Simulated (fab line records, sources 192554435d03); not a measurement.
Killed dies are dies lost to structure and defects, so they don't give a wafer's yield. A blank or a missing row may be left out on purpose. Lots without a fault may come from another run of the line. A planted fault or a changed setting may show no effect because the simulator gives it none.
Chamber matching | flow n5_finfet | N5_ZERO_LAYER_PECVD_02 on pecvd-03: 3 sister chambers
The step deposits SiO2 from SiH4/N2O, target thk 10 nm, time 6 s. 18 wafers are shown with their chamber, then 9 later ones without.

WAFERS WITH THEIR CHAMBER
wafer  | chamber | showerhead_plenum_p_Torr (Torr) | showerhead_vpp_V (V) | heater_power_w (W)
L075.2 | 1       | 8.17                            | 1027                 | 952
L075.3 | 2       | 8.23                            | 1106                 | 826
L075.5 | 2       | 8.25                            | 1076                 | 839
L076.3 | 1       | 8.16                            | 1059                 | 910
L076.4 | 0       | 8.06                            | 978                  | 746
L076.5 | 0       | 8.05                            | 993                  | 717
L077.2 | 0       | 8.06                            | 966                  | 672
L077.3 | 1       | 8.18                            | 1013                 | 840
L077.5 | 1       | 8.18                            | 1053                 | 841
L083.1 | 1       | 8.20                            | 1030                 | 974
L083.4 | 2       | 8.17                            | 1067                 | 893
L083.5 | 0       | 8.05                            | 977                  | 712
L084.4 | 1       | 8.15                            | 1032                 | 878
L084.5 | 2       | 8.20                            | 1089                 | 910
L084.6 | 0       | 8.05                            | 971                  | 659
L086.2 | 0       | 8.05                            | 991                  | 701
L086.3 | 1       | 8.17                            | 1054                 | 946
L086.4 | 2       | 8.20                            | 1054                 | 862

SIGNATURES (means of the wafers above)
reading                  | chamber 0 | chamber 1 | chamber 2 | scatter within a chamber
showerhead_plenum_p_Torr | 8.0533    | 8.1729    | 8.2100    | 0.0191
showerhead_vpp_V         | 979.33    | 1038.29   | 1078.40   | 16.2
heater_power_w           | 701.17    | 905.86    | 866.00    | 43
Rule: a wafer's distance from a chamber is the root of the sum, over the readings, of the square of ((its reading less the chamber's mean) divided by the reading's scatter). The wafer belongs to the nearest chamber; if the next one is less than 2 further off, it can't be placed. The scatter: the root of (the sum of the squares of (reading less its chamber's mean) over the shown wafers, divided by (wafers less chambers)).

WAFERS WITHOUT THEIR CHAMBER
wafer  | showerhead_plenum_p_Torr (Torr) | showerhead_vpp_V (V) | heater_power_w (W)
L089.2 | 8.06                            | 1005                 | 712
L089.4 | 8.05                            | 980                  | 707
L089.5 | 8.22                            | 1086                 | 874
L090.1 | 8.17                            | 1041                 | 954
L090.2 | 8.06                            | 988                  | 708
L090.4 | 8.20                            | 1062                 | 908
L096.2 | 8.22                            | 1079                 | 897
L096.3 | 8.07                            | 992                  | 715
L096.5 | 8.17                            | 1022                 | 919

WHICH CHAMBER EACH WENT THROUGH
wafer  | from the rows above     | in truth
L089.2 | 0                       | 0
L089.4 | 0                       | 0
L089.5 | 2                       | 2
L090.1 | 1                       | 1
L090.2 | 0                       | 0
L090.4 | can't be placed: 2 or 1 | 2
L096.2 | 2                       | 2
L096.3 | 0                       | 0
L096.5 | 1                       | 1
Placed correctly: 8 of 9. Can't be placed from these rows: 1 (the true chamber is among the candidates in 1). Placed wrongly: 0.
